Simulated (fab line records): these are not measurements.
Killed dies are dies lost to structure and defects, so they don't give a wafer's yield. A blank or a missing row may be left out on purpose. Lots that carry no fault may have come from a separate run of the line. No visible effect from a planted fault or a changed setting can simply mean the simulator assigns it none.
A lot that was struck, set against a sound lot	flow n5 finfet	36 steps out of a route of 1938
Sound: these wafers, L553.1, L553.5, L553.6. Wafers L558.5, L558.6 were the ones struck. Last of all comes the cause.
At each step with rows: each side's tool, then ch and its chambers, then its first start. Under that, the readings that differ: sound wafers	struck wafers	difference of the means	sigmas: that difference in standard deviations of wafers without a fault.
alike: readings whose means differ by less than 2 such deviations, and words and numbers that are the same on both sides. not compared: withheld readings, readings that some wafer has no value for, bounds like >300 that may hide the same value, and numbers for which the record gives no deviation and whose values overlap.
The two part at a step that has a row with sigmas, a row that says differs or no value, or rows on one side only. Numbers that have no deviation but don't overlap get no sigmas and don't part them. A reading missing from all wafers of one side parts the sides only when that side holds two or more wafers.

first, 9 steps without rows for these wafers: N5_BEOL_M4_ANNEAL_95 (time 240 s); N5_BEOL_M4_SPUTTER_96 (material Cu, target thk 4.5 nm, time 8.29 s); N5_BEOL_M4_ECD_50 (material Cu, target thk 300 nm); N5_BEOL_M4_ANNEAL_51 (time 90 s); N5_BEOL_M4_CMP_52 (polishes, stops on SiOC, t overpolish 6.8 s, target thk 40 nm); N5_BEOL_M4_PRE_CLEAN_60 (time 15 s); N5_BEOL_M4_CO_CAP_55 (material Co, precursor CCTBA/H2, target thk 2 nm, time 102.1 s); N5_BEOL_M4_PRE_CLEAN_56 (time 15 s); N5_BEOL_M4_DEP_57 (deposits SiCN from 3MS/NH3, target thk 8 nm, time 14 s).
N5_BEOL_M4_RC_MEAS_101:
  sound on prober-01 ch 0, day 12 18:26; struck on prober-01 ch 0, day 14 02:09
  alike: DIBL_N, DIBL_P, IOFF_N, IOFF_P, ION_N, ION_P, SS_N, SS_P, VT_N, VT_P
then, 24 steps without rows for these wafers: N5_BEOL_M5_ILD_DEP_00 (deposits SiCOH lowk from DEMS/porogen, target thk 140.64 nm, time 25.9 s); N5_BEOL_M5_CURE_79 (cures SiCOH lowk, time 240 s); N5_BEOL_M5_PECVD_70 (deposits SiO2 from TEOS/O2, target thk 16 nm, time 18 s); N5_BEOL_M5_HM_DEP_02 (deposits TiN, target thk 20 nm); N5_BEOL_M5_COAT_59 (time 60 s, resist thk 60 nm); N5_BEOL_M5_COAT_60 (time 60 s, resist thk 12 nm); N5_BEOL_M5_COAT_71 (time 60 s, resist thk 5 nm); N5_BEOL_M5_COAT_05 (resist thk 30 nm); N5_BEOL_M5_EBR_07; N5_BEOL_M5_SOFTBAKE_06 (time 60 s); N5_BEOL_M5_EXPOSE_08 (exposes mask M5, target cd 28 nm); N5_BEOL_M5_PEB_09 (peb time 60 s); N5_BEOL_M5_DEVELOP_10 (develop time 30 s); N5_BEOL_M5_DESCUM_16 (chemistry O2, time 7 s); N5_BEOL_M5_ETCH_72 (etches underlayer in N2/H2, target depth 6.5 nm, time 5.2 s); N5_BEOL_M5_ETCH_61 (etches SiARC in CF4, target depth 15.6 nm, time 26 s); N5_BEOL_M5_ETCH_62 (etches SOC in N2/H2, target depth 75 nm, overetch 15 nm, time 112.5 s); N5_BEOL_M5_STRIP_63 (strips in N2/H2); N5_BEOL_M5_STRIP_73 (strips in N2/H2); N5_BEOL_M5_STRIP_64 (strips in CF4); N5_BEOL_M5_HM_OPEN_17 (chemistry Cl2/BCl3, target TiN, target depth 20 nm, overetch 6 nm); N5_BEOL_M5_STRIP_19 (strips in O2); N5_BEOL_M5_COAT_65 (time 60 s, resist thk 60 nm); N5_BEOL_M5_COAT_66 (time 60 s, resist thk 12 nm).
-- the record jumps here: 4 days lie between the struck wafers' starts before and after (it left off in module BEOL_M5 and takes up again in module MIM_BOT_ETCH, whose first step shown is number 1868 of the route) --
N5_MIM_BOT_ETCH_ETCH_00: etches TiN in Cl2/BCl3, target depth 45.5 nm.
  sound on rie metal-03 ch 0,1, day 16 21:04; struck on rie metal-02 ch 0,1, day 18 02:05
  no value came back on the struck wafers for any of 6 readings (bcl3 flow sccm (sccm), bias w (W) and others); on the sound wafers bcl3 flow sccm (sccm) reads 21.89 21.64 21.82
  not compared: rf hours counter h, model.coat_of_MIM_BOT_LITHO_COAT_02.thk nm
N5_PASSIVATION_PROBE_49:
  sound: prober-02 at day 17 04:50; struck: prober-02 at day 18 12:20
reading	sound	struck	difference	sigmas
defect limited yield (%)	93.3 94.2	0 0	-94	-67
killed at other	4 3	1103 1073	+1084	+99 or more
killed dies	79 69	1180 1180	+1106	+65
killed on rim	7 7	152 152	+145	+35
sort_bin_5_function (%)	4.2 3.3	97.3 96.0	+92.9	+99 or more
sort n pass	1101 1111	0 0	-1106	-65
sort yield pct (%)	93.3 94.2	0 0	-94	-67
  alike: killed_at_M0_to_M3, killed_at_M4_up, killed at contacts, killed at front end, killed open, killed short, sort_bin_6_memory

WHERE THEY PART
First at N5_MIM_BOT_ETCH_ETCH_00; last, within this record, at N5_PASSIVATION_PROBE_49.

WHY: the cause the simulator had injected
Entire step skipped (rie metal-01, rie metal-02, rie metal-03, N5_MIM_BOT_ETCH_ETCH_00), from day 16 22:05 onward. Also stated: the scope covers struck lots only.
